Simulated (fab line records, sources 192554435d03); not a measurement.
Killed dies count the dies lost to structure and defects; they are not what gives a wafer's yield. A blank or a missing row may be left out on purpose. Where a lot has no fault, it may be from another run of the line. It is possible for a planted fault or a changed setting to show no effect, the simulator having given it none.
Split-lot trial | flow n5 finfet | 7 lots, 21 wafers read, on a route of 1938 steps

== THE SPLIT ==
At N5_PMOS_HMC_CHANNEL_EPI_PEB_07 (peb time 60 s), the setting peb temp c was moved away from the recipe's 110 C on 4 of the 21 wafers read, by -2.6% to +0.9%. This setting was run at the recipe's value on the other wafers.

== FROM THE SPLIT TO THE READING: what the file shows between them, 1 step ==
- N5_PMOS_HMC_CHANNEL_EPI_DEVELOP_08: develop time 30 s

== THE READING ==
cd nm, in nm, at N5_PMOS_HMC_CHANNEL_EPI_CD_MEAS_09 (target cd 237.4 nm). Typical for fault-free wafers on this fab line: 237.0 nm, with standard deviation 0.8 nm.

wafer  | tool, chamber at the split | peb temp c as run, C | against the recipe | cd nm, nm | against lot-mates on the recipe
L075.1 | litho track-01, 0          | 110                  | recipe             | 236.9     | -
L075.2 | litho track-01, 0          | 110                  | recipe             | 236.6     | -
L075.4 | litho track-01, 0          | 109                  | -0.9%              | 234.5     | -2.2
L080.3 | litho track-03, 0          | 110                  | recipe             | 237.3     | -
L080.5 | litho track-03, 0          | 110                  | recipe             | 236.9     | -
L080.6 | litho track-03, 0          | 107.1                | -2.6%              | 229.5     | -7.6
L082.1 | litho track-01, 0          | 110                  | recipe             | 237.6     | -
L082.3 | litho track-01, 0          | 110                  | recipe             | 238.4     | -
L082.4 | litho track-01, 0          | 111                  | +0.9%              | 240.7     | +2.7
L084.2 | litho track-04, 0          | 110                  | recipe             | 237.2     | -
L084.3 | litho track-04, 0          | 110                  | recipe             | 237.6     | -
L084.4 | litho track-04, 0          | 110                  | recipe             | 238.4     | -
L091.1 | litho track-04, 0          | 108.2                | -1.6%              | 230.5     | -6.4
L091.3 | litho track-04, 0          | 110                  | recipe             | 237.2     | -
L091.6 | litho track-04, 0          | 110                  | recipe             | 236.6     | -
L092.1 | litho track-04, 0          | 110                  | recipe             | 236.6     | -
L092.5 | litho track-04, 0          | 110                  | recipe             | 237.2     | -
L092.6 | litho track-04, 0          | 110                  | recipe             | 237.8     | -
L095.3 | litho track-03, 0          | 110                  | recipe             | 236.9     | -
L095.4 | litho track-03, 0          | 110                  | recipe             | 237.0     | -
L095.6 | litho track-03, 0          | 110                  | recipe             | 237.2     | -

THE FIT
A straight line over all 21 wafers: cd nm changes by +3.3 nm for each +1% of peb temp c; r = +0.97; the points scatter about the line by 0.64 nm.
The same after taking each lot's own level away (the mean of its wafers on the recipe; 21 wafers): +3.1 nm for each +1%; r = +0.98; scatter 0.49 nm.
According to that fit, moving peb temp c by its largest amount changes the reading by 8.2 nm.
Measured against the standard deviation above, the lots' own levels, which go from 236.75 to 238.00 nm, span 1.6 times it.
The two slopes are in agreement: the lot-to-lot level therefore moves the slope only a little.
Check: for one of the wafers moved furthest among these (-2.6%), held out of the fit, the line's prediction against its lot-mates is -9.12 nm. Against them it came out at -7.6 nm.

== FURTHER SPLITS ON THESE WAFERS ==
Note: prior to the reading, these wafers also went through further splits. Each is held against what the fit with the lots' levels taken away leaves over:
other split on the same wafers | wafers away from the commonest value | r with cd nm (lot level and that fit taken away)
N5_WELL_APT_EXPOSE_05 dose mj  | 4                                    | +0.14

== THE WHOLE CHAIN: every reading that the file lists as answering this split, in the file's order ==
step                               | what it does                                                           | reading                                                                     | change (the file's fit)              | r (the file's)
N5_PMOS_HMC_CHANNEL_EPI_CD_MEAS_09 | target cd 237.4 nm                                                     | cd nm                                                                       | +3.11 nm for each +1% of the setting | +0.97
N5_PMOS_HMC_CHANNEL_EPI_DESCUM_14  | chemistry O2, time 7.9 s                                               | PMOS_HMC_CHANNEL_EPI.cd nm (the simulator's own value, which no gauge read) | +3.22 nm for each +1% of the setting | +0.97
N5_PMOS_HMC_CHANNEL_EPI_ETCH_32    | etches BARC in N2/H2, stops on SiO2, target depth 85.8 nm, time 50.3 s | PMOS_HMC_CHANNEL_EPI.cd nm (the simulator's own value, which no gauge read) | +3.57 nm for each +1% of the setting | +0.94

== FILE'S OWN FIT ==
cd nm changes by +3.11 nm for each +1% of peb temp c, r = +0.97.
